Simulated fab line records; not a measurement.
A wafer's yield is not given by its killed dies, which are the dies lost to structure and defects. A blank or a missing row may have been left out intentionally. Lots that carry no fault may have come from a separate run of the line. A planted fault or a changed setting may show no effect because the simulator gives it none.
fab line records + flow nand_harc
record
- lots=14
- wafers=42
- last_day=33
route steps=1302 shown A_CONTACT@1083
lots that met no fault: taken from a fault-free run of the same line
start_h: the number of hours between the record's first day and the start of the first shown wafer of the lot + wait_h: hours elapsed since this lot's preceding step + " unchanged from the row above + L1.1+2: one row covering several wafers at once + - value missing, or start not given + * or withheld: withheld + < > ~ a bound
route shown NAME@n: names a module that has steps shown in the file, with the first one's number in the route + usual: the fault-free wafers' mean and standard deviation + same: alike in all rows + chamber/n: place in a boat + sites: per-site readings + _std_site: the standard deviation of these + _edge_site: mean of outer sites minus mean of inner sites + radius_mm: how far each site lies from the wafer's centre + mask NAME#n: copy n + behind: the last tool/chamber to shape the wafer + hold: cause of the lot's hold/its duration in hours/its outcome + device: the n, p or np transistor that did not switch + end of line: tests run on the same wafers once the route is complete + for a step that has no rows: nothing shown but its recipe + killed: at the first sort, the dies lost to defects and structure; wafer yield is something else + map: a wafer's dies, x killed, . not, _ none there
set.NAME: the setting that was run; set.NAME@STEP: the one run at that earlier step + model.NAME: the simulator's own value behind a step, which no gauge read
route steps across a sampled set of lots; one table per step, one row per wafer
services: when a tool's chamber went out of use (start_h, in hours from the record's first day, below 0 if earlier), for how many hours, and the reason
## steps
# step NHARC_A_CONTACT_ETCH_89
# recipe
- target_depth_a=2600
- over_etch_frac=0.3
- time_s=475.3
- ion_energy_ev=200
- n2_flow_sccm=150
- h2_flow_sccm=150
- ar_flow_sccm=0
- rf_w=400
- bias_w=150
- chemistry=N2/H2
# usual
- drypump_motor_current_A=5.9/0.42
- oes_product_au=1.000/0.0065
- rf_vpp_V=430.6/2.7
- run_length_s=496.6/0.4
- showerhead_plenum_p_Torr=2.04/0.094
- throttle_valve_pct=14.170/0.0081
# same
- time_s=475.3
| lot.wafer | tool        | chamber | start_h | wait_h | drypump_motor_current_A | oes_product_au | rf_hours_counter_h | rf_vpp_V | run_length_s | showerhead_plenum_p_Torr | throttle_valve_pct |
|-----------|-------------|---------|---------|--------|-------------------------|----------------|--------------------|----------|--------------|--------------------------|--------------------|
| L376.3    | rie_diel-10 | 1       | -       | -      | 6.2                     | 0.994          | 15                 | 427.2    | 496.7        | 1.88                     | 14.167             |
| L376.5    | "           | 1       | "       | "      | 6.2                     | 1.006          | -                  | 426.4    | 496.4        | 1.88                     | 14.170             |
| L376.4    | "           | 0       | "       | "      | 5.7                     | 1.017          | -                  | 433.3    | 496.4        | 2.14                     | 14.176             |
| L378.4    | rie_diel-05 | 3       | -       | -      | 4.9                     | 0.996          | 35                 | 426.7    | 496.8        | 1.94                     | 14.165             |
| L378.1    | "           | 0       | "       | "      | 6.1                     | 0.998          | 36                 | 430.5    | 496.4        | 2.02                     | 14.176             |
| L378.6    | "           | 3       | "       | "      | 4.9                     | 1.003          | -                  | 426.6    | 497.1        | 1.94                     | 14.169             |
| L379.1    | rie_diel-10 | 1       | -       | -      | 6.2                     | 0.994          | 22                 | 426.1    | 496.5        | 1.88                     | 14.172             |
| L379.6    | "           | 2       | "       | "      | 5.8                     | 0.998          | -                  | 431.7    | 496.8        | 2.07                     | 14.173             |
| L379.5    | "           | 3       | "       | "      | 6.4                     | 0.997          | -                  | 430.4    | 496.5        | 2.05                     | 14.166             |
| L380.2    | rie_diel-04 | 1       | -       | -      | 5.8                     | 1.014          | 0                  | 429.1    | 496.3        | 1.98                     | 14.180             |
| L380.1    | "           | 3       | "       | "      | 6.2                     | 0.998          | 0                  | 432.3    | 496.3        | 2.05                     | 14.174             |
| L380.6    | "           | 0       | "       | "      | 5.6                     | 1.002          | -                  | 428.0    | 497.3        | 1.94                     | 14.167             |
| L381.1    | rie_diel-10 | 1       | -       | -      | 6.2                     | 1.003          | 25                 | 426.9    | 496.5        | 1.88                     | 14.174             |
| L381.4    | "           | 2       | "       | "      | 5.8                     | 1.005          | 23                 | 431.7    | 497.2        | 2.06                     | 14.169             |
| L381.5    | "           | 1       | "       | "      | 6.2                     | 1.002          | -                  | 426.3    | 496.7        | 1.88                     | 14.172             |
| L382.2    | rie_diel-04 | 3       | -       | -      | 6.2                     | 0.994          | 19                 | 430.4    | 496.6        | 2.05                     | 14.183             |
| L382.3    | "           | 2       | "       | "      | 5.1                     | 1.001          | 18                 | 428.1    | 496.1        | 1.91                     | 14.170             |
| L382.6    | "           | 0       | "       | "      | 5.6                     | 0.999          | -                  | 428.9    | 497.0        | 1.94                     | 14.169             |
| L384.3    | rie_diel-10 | 1       | -       | -      | 6.2                     | 0.995          | 0                  | 435.4    | 496.6        | 2.22                     | 14.158             |
| L384.5    | "           | 0       | "       | "      | 5.7                     | 1.005          | -                  | 432.3    | 496.1        | 2.14                     | 14.173             |
| L384.6    | "           | 1       | "       | "      | 6.2                     | 0.986          | -                  | 433.8    | 496.9        | 2.22                     | 14.182             |
| L385.4    | rie_diel-10 | 3       | -       | -      | 6.4                     | 0.996          | 5                  | 431.9    | 496.3        | 2.04                     | 14.182             |
| L385.5    | "           | 3       | "       | "      | 6.4                     | 1.000          | -                  | 427.7    | 496.3        | 2.04                     | 14.167             |
| L385.6    | "           | 0       | "       | "      | 5.7                     | 1.004          | -                  | 432.4    | 496.3        | 2.14                     | 14.167             |
| L388.2    | rie_diel-10 | 2       | -       | -      | 5.8                     | 0.993          | 8                  | 430.1    | 497.0        | 2.06                     | 14.171             |
| L388.1    | "           | 0       | "       | "      | 5.7                     | 1.011          | 6                  | 433.8    | 496.1        | 2.14                     | 14.182             |
| L388.5    | "           | 1       | "       | "      | 6.2                     | 0.999          | -                  | 436.0    | 496.8        | 2.22                     | 14.161             |
| L389.3    | rie_diel-10 | 3       | -       | -      | 6.4                     | 0.994          | 8                  | 430.5    | 496.7        | 2.04                     | 14.158             |
| L389.4    | "           | 2       | "       | "      | 5.8                     | 0.998          | 9                  | 432.1    | 497.1        | 2.06                     | 14.171             |
| L389.6    | "           | 3       | "       | "      | 6.4                     | 0.998          | -                  | 430.7    | 496.4        | 2.04                     | 14.170             |
| L390.1    | rie_diel-10 | 3       | -       | -      | 6.4                     | 0.996          | 9                  | 431.2    | 496.4        | 2.04                     | 14.171             |
| L390.3    | "           | 1       | "       | "      | 6.2                     | 0.998          | 8                  | 435.5    | 496.4        | 2.22                     | 14.164             |
| L390.6    | "           | 0       | "       | "      | 5.7                     | 1.005          | -                  | 433.9    | 496.4        | 2.14                     | 14.177             |
| L391.4    | rie_diel-04 | 2       | -       | -      | 5.1                     | 1.011          | 48                 | 425.3    | 495.8        | 1.90                     | 14.168             |
| L391.3    | "           | 3       | "       | "      | 6.2                     | 1.002          | 48                 | 430.9    | 496.3        | 2.04                     | 14.159             |
| L391.5    | "           | 3       | "       | "      | 6.2                     | 1.008          | -                  | 429.2    | 496.2        | 2.04                     | 14.183             |
| L397.1    | rie_diel-04 | 2       | -       | -      | 5.1                     | 0.996          | 4                  | 426.0    | 495.9        | 1.89                     | 14.168             |
| L397.3    | "           | 3       | "       | "      | 6.2                     | 0.995          | 2                  | 429.4    | 496.2        | 2.03                     | 14.161             |
| L397.2    | "           | 1       | "       | "      | 5.9                     | 0.993          | 4                  | 428.3    | 496.3        | 1.96                     | 14.167             |
| L398.1    | rie_diel-10 | 2       | -       | -      | 5.8                     | 0.996          | 22                 | 429.7    | 496.9        | 2.06                     | 14.175             |
| L398.5    | "           | 0       | "       | "      | 5.7                     | 1.003          | -                  | 433.5    | 496.2        | 2.13                     | 14.175             |
| L398.6    | "           | 1       | "       | "      | 6.2                     | 0.998          | -                  | 434.9    | 496.8        | 2.21                     | 14.149             |
# step NHARC_A_CONTACT_ETCH_31
# recipe
- target_depth_a=28000
- over_etch_frac=0.3
- time_s=728
- ion_energy_ev=150
- o2_flow_sccm=400
- cos_flow_sccm=20
- ar_flow_sccm=0
- rf_w=500
- bias_w=300
- chemistry=O2/COS
# usual
- drypump_motor_current_A=5.8/0.43
- oes_product_au=1.000/0.0069
- rf_vpp_V=314.1/2.1
- run_length_s=749.3/0.43
- showerhead_plenum_p_Torr=3.12/0.13
- throttle_valve_pct=28.330/0.0085
| lot.wafer | tool        | chamber | start_h | wait_h | drypump_motor_current_A | oes_product_au | rf_hours_counter_h | rf_vpp_V | run_length_s | showerhead_plenum_p_Torr | throttle_valve_pct |
|-----------|-------------|---------|---------|--------|-------------------------|----------------|--------------------|----------|--------------|--------------------------|--------------------|
| L376.3    | rie_diel-10 | 1       | 508.41  | -      | 6.2                     | 0.997          | 15                 | 312.0    | 749.0        | 2.90                     | 28.324             |
| L376.4    | "           | 2       | "       | "      | 5.8                     | 1.007          | 13                 | 317.0    | 750.1        | 3.16                     | 28.327             |
| L376.5    | "           | 1       | "       | "      | 6.2                     | 1.000          | -                  | 311.2    | 749.2        | 2.90                     | 28.339             |
| L378.4    | rie_diel-05 | 1       | 535.56  | -      | 4.8                     | 0.997          | 37                 | 315.2    | 748.9        | 3.18                     | 28.335             |
| L378.1    | "           | 2       | "       | "      | 6.2                     | 0.991          | 35                 | 312.2    | 749.2        | 3.05                     | 28.340             |
| L378.6    | "           | 1       | "       | "      | 4.8                     | 0.997          | -                  | 313.4    | 749.8        | 3.18                     | 28.352             |
| L379.1    | rie_diel-10 | 3       | 542.04  | -      | 6.4                     | 0.995          | 18                 | 314.1    | 749.9        | 3.13                     | 28.325             |
| L379.6    | "           | 2       | "       | "      | 5.8                     | 0.991          | -                  | 315.3    | 749.5        | 3.16                     | 28.342             |
| L379.5    | "           | 3       | "       | "      | 6.4                     | 0.999          | -                  | 316.0    | 749.2        | 3.13                     | 28.336             |
| L380.1    | rie_diel-04 | 0       | 542.62  | -      | 5.6                     | 1.013          | 0                  | 312.1    | 749.7        | 2.99                     | 28.335             |
| L380.2    | "           | 3       | "       | "      | 6.2                     | 1.003          | 0                  | 313.8    | 748.8        | 3.14                     | 28.325             |
| L380.6    | "           | 1       | "       | "      | 5.9                     | 1.013          | -                  | 312.9    | 749.0        | 3.04                     | 28.334             |
| L381.1    | rie_diel-10 | 1       | 563.68  | -      | 6.2                     | 1.000          | 26                 | 309.7    | 749.1        | 2.89                     | 28.324             |
| L381.4    | "           | 0       | "       | "      | 5.7                     | 1.003          | 22                 | 316.7    | 748.9        | 3.26                     | 28.326             |
| L381.5    | "           | 2       | "       | "      | 5.8                     | 1.003          | -                  | 314.4    | 750.3        | 3.16                     | 28.332             |
| L382.2    | rie_diel-04 | 1       | 597.93  | -      | 5.9                     | 0.999          | 21                 | 312.5    | 749.1        | 3.03                     | 28.333             |
| L382.3    | "           | 2       | "       | "      | 5.1                     | 1.010          | 18                 | 310.1    | 748.6        | 2.94                     | 28.344             |
| L382.6    | "           | 1       | "       | "      | 5.9                     | 1.009          | -                  | 313.4    | 749.0        | 3.03                     | 28.319             |
| L384.3    | rie_diel-10 | 2       | 606.95  | -      | 5.8                     | 0.987          | 0                  | 313.8    | 749.8        | 3.16                     | 28.328             |
| L384.6    | "           | 2       | "       | "      | 5.8                     | 0.989          | -                  | 315.0    | 749.7        | 3.16                     | 28.336             |
| L384.5    | "           | 3       | "       | "      | 6.4                     | 0.996          | -                  | 315.8    | 749.4        | 3.13                     | 28.341             |
| L385.4    | rie_diel-10 | 1       | 632.73  | -      | 6.2                     | 0.999          | 4                  | 316.0    | 749.2        | 3.37                     | 28.343             |
| L385.5    | "           | 2       | "       | "      | 5.8                     | 0.992          | -                  | 313.8    | 750.0        | 3.15                     | 28.329             |
| L385.6    | "           | 3       | "       | "      | 6.4                     | 0.988          | -                  | 315.7    | 749.1        | 3.13                     | 28.332             |
| L388.1    | rie_diel-10 | 1       | 640.08  | -      | 6.2                     | 0.996          | 7                  | 318.4    | 749.1        | 3.37                     | 28.323             |
| L388.2    | "           | 3       | "       | "      | 6.4                     | 1.005          | 8                  | 313.8    | 749.7        | 3.13                     | 28.321             |
| L388.5    | "           | 1       | "       | "      | 6.2                     | 1.007          | -                  | 317.9    | 749.8        | 3.37                     | 28.329             |
| L389.3    | rie_diel-10 | 2       | 645.52  | -      | 5.8                     | 1.008          | 9                  | 315.0    | 561.0        | 3.15                     | 28.317             |
| L389.4    | "           | 3       | "       | "      | 6.4                     | 1.009          | 9                  | 314.5    | 560.3        | 3.13                     | 28.331             |
| L389.6    | "           | 0       | "       | "      | 5.7                     | 1.016          | -                  | 314.7    | 560.1        | 3.26                     | 28.328             |
| L390.3    | rie_diel-10 | 2       | 647.03  | -      | 5.8                     | 0.997          | 9                  | 311.4    | 561.3        | 3.15                     | 28.331             |
| L390.1    | "           | 0       | "       | "      | 5.7                     | 1.006          | 8                  | 317.1    | 560.0        | 3.26                     | 28.347             |
| L390.6    | "           | 3       | "       | "      | 6.4                     | 1.004          | -                  | 314.0    | 560.7        | 3.13                     | 28.316             |
| L391.4    | rie_diel-04 | 1       | 689.75  | -      | 5.9                     | 0.997          | 48                 | 313.8    | 749.2        | 3.02                     | 28.333             |
| L391.3    | "           | 0       | "       | "      | 5.6                     | 1.012          | 40                 | 311.6    | 750.0        | 2.97                     | 28.325             |
| L391.5    | "           | 1       | "       | "      | 5.8                     | 0.997          | -                  | 311.5    | 749.0        | 3.02                     | 28.340             |
| L397.2    | rie_diel-04 | 2       | 726.88  | -      | 5.1                     | 0.992          | 5                  | 310.7    | 748.5        | 2.92                     | 28.343             |
| L397.1    | "           | 3       | "       | "      | 6.2                     | 0.998          | 3                  | 313.2    | 749.0        | 3.11                     | 28.335             |
| L397.3    | "           | 0       | "       | "      | 5.6                     | 1.002          | 3                  | 310.9    | 749.9        | 2.96                     | 28.343             |
| L398.1    | rie_diel-10 | 1       | 746.01  | -      | 6.2                     | 1.001          | 23                 | 318.3    | 749.3        | 3.36                     | 28.335             |
| L398.6    | "           | 2       | "       | "      | 5.8                     | 1.011          | -                  | 314.9    | 749.9        | 3.14                     | 28.340             |
| L398.5    | "           | 3       | "       | "      | 6.4                     | 1.008          | -                  | 314.5    | 749.4        | 3.12                     | 28.324             |
# step NHARC_A_CONTACT_ETCH_134
# recipe
- source_w=withheld
- pressure_mtorr=20
- bias_v=withheld
- time_s=140
- target_depth_a=7000
- ar_flow_sccm=withheld
- c4f8_flow_sccm=withheld
- o2_flow_sccm=withheld
- chemistry=C4F8/O2/Ar
# usual
- run_length_s=141.3/0.37
# same
- time_s=140
| lot.wafer | tool            | chamber | start_h | wait_h | rf_hours_counter_h | run_length_s |
|-----------|-----------------|---------|---------|--------|--------------------|--------------|
| L376.4    | har_cap_etch-02 | 0       | 509.49  | -      | -                  | 142.2        |
| L376.3    | "               | 1       | "       | "      | -                  | 140.9        |
| L376.5    | "               | 0       | "       | "      | -                  | 141.7        |
| L378.1    | har_cap_etch-02 | 1       | 536.10  | -      | 95                 | 141.0        |
| L378.4    | "               | 0       | "       | "      | -                  | 141.3        |
| L378.6    | "               | 0       | "       | "      | -                  | 141.3        |
| L379.1    | har_cap_etch-02 | 0       | 542.52  | -      | 96                 | 142.0        |
| L379.6    | "               | 0       | "       | "      | -                  | 141.7        |
| L379.5    | "               | 1       | "       | "      | -                  | 141.2        |
| L380.1    | har_cap_etch-03 | 0       | 543.15  | -      | 51                 | 140.8        |
| L380.2    | "               | 1       | "       | "      | 51                 | 141.2        |
| L380.6    | "               | 1       | "       | "      | -                  | 141.4        |
| L381.1    | har_cap_etch-02 | 1       | 564.25  | -      | 99                 | 140.7        |
| L381.4    | "               | 0       | "       | "      | -                  | 141.3        |
| L381.5    | "               | 1       | "       | "      | -                  | 141.2        |
| L382.2    | har_cap_etch-01 | 1       | 598.47  | -      | 14                 | 141.4        |
| L382.3    | "               | 1       | "       | "      | -                  | 141.3        |
| L382.6    | "               | 0       | "       | "      | -                  | 142.1        |
| L384.3    | har_cap_etch-03 | 1       | 607.56  | -      | -                  | 141.1        |
| L384.5    | "               | 1       | "       | "      | -                  | 141.2        |
| L384.6    | "               | 0       | "       | "      | -                  | 141.0        |
| L385.4    | har_cap_etch-01 | 1       | 633.20  | -      | -                  | 141.4        |
| L385.6    | "               | 0       | "       | "      | -                  | 141.4        |
| L385.5    | "               | 1       | "       | "      | -                  | 141.5        |
| L388.2    | har_cap_etch-03 | 1       | 640.61  | -      | 68                 | 140.9        |
| L388.1    | "               | 0       | "       | "      | 68                 | 140.7        |
| L388.5    | "               | 1       | "       | "      | -                  | 141.0        |
| L389.3    | har_cap_etch-01 | 1       | 646.01  | -      | -                  | 141.9        |
| L389.4    | "               | 0       | "       | "      | -                  | 142.3        |
| L389.6    | "               | 0       | "       | "      | -                  | 141.3        |
| L390.1    | har_cap_etch-02 | 1       | 647.70  | -      | 115                | 141.0        |
| L390.3    | "               | 0       | "       | "      | -                  | 141.5        |
| L390.6    | "               | 0       | "       | "      | -                  | 141.3        |
| L391.3    | har_cap_etch-02 | 0       | 690.37  | -      | -                  | 141.4        |
| L391.4    | "               | 1       | "       | "      | -                  | 141.5        |
| L391.5    | "               | 1       | "       | "      | -                  | 140.8        |
| L397.1    | har_cap_etch-03 | 1       | 727.35  | -      | 81                 | 141.1        |
| L397.2    | "               | 0       | "       | "      | 81                 | 140.7        |
| L397.3    | "               | 0       | "       | "      | -                  | 141.1        |
| L398.1    | har_cap_etch-02 | 1       | 746.39  | -      | 129                | 140.8        |
| L398.5    | "               | 1       | "       | "      | -                  | 141.1        |
| L398.6    | "               | 0       | "       | "      | -                  | 141.3        |
# step NHARC_A_CONTACT_ETCH_136
# recipe
- source_w=withheld
- pressure_mtorr=20
- bias_v=1200
- time_s=311
- target_depth_a=19120
- ar_flow_sccm=withheld
- c4f8_flow_sccm=withheld
- o2_flow_sccm=withheld
- chemistry=C4F8/O2/Ar
# usual
- run_length_s=311/0
# same
- time_s=311
| lot.wafer | tool            | chamber | start_h | wait_h | rf_hours_counter_h | run_length_s |
|-----------|-----------------|---------|---------|--------|--------------------|--------------|
| L376.4    | har_cap_etch-02 | 0       | 509.98  | 0.2    | -                  | 311          |
| L376.3    | "               | 1       | "       | "      | -                  | 311          |
| L376.5    | "               | 0       | "       | "      | -                  | 311          |
| L378.1    | har_cap_etch-02 | 1       | 536.58  | 0.2    | 95                 | 311          |
| L378.4    | "               | 0       | "       | "      | -                  | 311          |
| L378.6    | "               | 0       | "       | "      | -                  | 311          |
| L379.1    | har_cap_etch-02 | 0       | 542.99  | 0.2    | 97                 | 311          |
| L379.6    | "               | 0       | "       | "      | -                  | 311          |
| L379.5    | "               | 1       | "       | "      | -                  | 311          |
| L380.1    | har_cap_etch-03 | 0       | 543.62  | 0.2    | 51                 | 311          |
| L380.2    | "               | 1       | "       | "      | 51                 | 311          |
| L380.6    | "               | 1       | "       | "      | -                  | 311          |
| L381.1    | har_cap_etch-02 | 1       | 564.73  | 0.2    | 99                 | 311          |
| L381.4    | "               | 0       | "       | "      | -                  | 311          |
| L381.5    | "               | 1       | "       | "      | -                  | 311          |
| L382.2    | har_cap_etch-01 | 1       | 598.95  | 0.2    | 14                 | 311          |
| L382.3    | "               | 1       | "       | "      | -                  | 311          |
| L382.6    | "               | 0       | "       | "      | -                  | 311          |
| L384.3    | har_cap_etch-03 | 1       | 608.05  | 0.2    | -                  | 311          |
| L384.5    | "               | 1       | "       | "      | -                  | 311          |
| L384.6    | "               | 0       | "       | "      | -                  | 311          |
| L385.4    | har_cap_etch-01 | 1       | 633.71  | 0.2    | -                  | 311          |
| L385.6    | "               | 0       | "       | "      | -                  | 311          |
| L385.5    | "               | 1       | "       | "      | -                  | 311          |
| L388.2    | har_cap_etch-03 | 1       | 641.09  | 0.2    | 69                 | 311          |
| L388.1    | "               | 0       | "       | "      | 69                 | 311          |
| L388.5    | "               | 1       | "       | "      | -                  | 311          |
| L389.3    | har_cap_etch-01 | 1       | 646.50  | 0.2    | -                  | 311          |
| L389.4    | "               | 0       | "       | "      | -                  | 311          |
| L389.6    | "               | 0       | "       | "      | -                  | 311          |
| L390.1    | har_cap_etch-02 | 1       | 648.19  | 0.2    | 115                | 311          |
| L390.3    | "               | 0       | "       | "      | -                  | 311          |
| L390.6    | "               | 0       | "       | "      | -                  | 311          |
| L391.3    | har_cap_etch-02 | 0       | 691.02  | 0.3    | -                  | 311          |
| L391.4    | "               | 1       | "       | "      | -                  | 311          |
| L391.5    | "               | 1       | "       | "      | -                  | 311          |
| L397.1    | har_cap_etch-03 | 1       | 727.82  | 0.2    | 81                 | 311          |
| L397.2    | "               | 0       | "       | "      | 81                 | 311          |
| L397.3    | "               | 0       | "       | "      | -                  | 311          |
| L398.1    | har_cap_etch-02 | 1       | 746.87  | 0.2    | 129                | 311          |
| L398.5    | "               | 1       | "       | "      | -                  | 311          |
| L398.6    | "               | 0       | "       | "      | -                  | 311          |
## services
| tool            | chamber | start_h | hours | kind   |
|-----------------|---------|---------|-------|--------|
| rie_diel-10     | 2       | 491.88  | 3.8   | repair |
| rie_diel-10     | 0       | 493.47  | 8.1   | repair |
| har_cap_etch-01 | -       | 497.45  | 17.0  | pm     |
| rie_diel-10     | 0       | 502.18  | -     | clean  |
| rie_diel-10     | 1       | 502.18  | -     | clean  |
| rie_diel-10     | 2       | 502.18  | -     | clean  |
| rie_diel-10     | 3       | 502.18  | -     | clean  |
| rie_diel-10     | 3       | 502.36  | 6.0   | repair |
| rie_diel-04     | -       | 518.10  | 0.4   | repair |
| rie_diel-10     | 0       | 526.68  | -     | clean  |
| rie_diel-10     | 1       | 526.68  | -     | clean  |
| rie_diel-04     | -       | 532.73  | 9.0   | pm     |
| har_cap_etch-01 | -       | 540.72  | 0.5   | repair |
| rie_diel-04     | 0       | 556.36  | 9.9   | repair |
| rie_diel-04     | 2       | 578.68  | 6.6   | repair |
| rie_diel-05     | -       | 583.79  | 9.0   | pm     |
| rie_diel-10     | 3       | 587.41  | 6.6   | repair |
| rie_diel-10     | -       | 596.68  | 9.0   | pm     |
| rie_diel-05     | 0       | 610.12  | 17.1  | repair |
| rie_diel-05     | 1       | 645.84  | 2.8   | repair |
| rie_diel-10     | 3       | 648.01  | 3.5   | repair |
| rie_diel-05     | -       | 651.99  | 2.0   | repair |
| rie_diel-10     | -       | 661.80  | 0.6   | repair |
| rie_diel-04     | -       | 709.92  | 9.0   | pm     |
## key
first_sign
- step=NHARC_A_CONTACT_ETCH_31
- reading=run_length_s
- direction=down
- sigmas=99+
- usual=*
- struck=*
effect none on later readings
met_at NHARC_A_CONTACT_ETCH_31
struck_lots L389,L390
later_rows_left_out L389.3,L389.4,L389.6,L390.1,L390.3,L390.6
sort_left_out L389.3,L389.4,L389.6,L390.1,L390.3,L390.6
tester_left_out L389,L390
not_acting_at NHARC_A_CONTACT_ETCH_89,NHARC_A_CONTACT_ETCH_134,NHARC_A_CONTACT_ETCH_136
onset_between 640.08 645.52
fault
- kind=process_parameter_drift
- tool=rie_diel-10
- chamber=-
- onset_h=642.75
- steps=NHARC_A_CONTACT_ETCH_31
- channel=time_s
- offset=*
- shape=step
- end_h=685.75
- acts_in=*
- stated=*
# tester_left_out: of these lots the tester's yield and bins aren't shown, on N5 and GAA mostly nor the transistor test; their killed dies are dies lost to structure and defects alone, not to doping, threshold or leakage, so they don't give the yield
# sort_left_out: the simulated sort isn't trusted on such a fault, so these wafers' sort isn't shown, and their yield isn't known
# later_rows_left_out: the simulator's readings of these wafers behind a module that went badly wrong aren't trusted and aren't shown, but for the sort
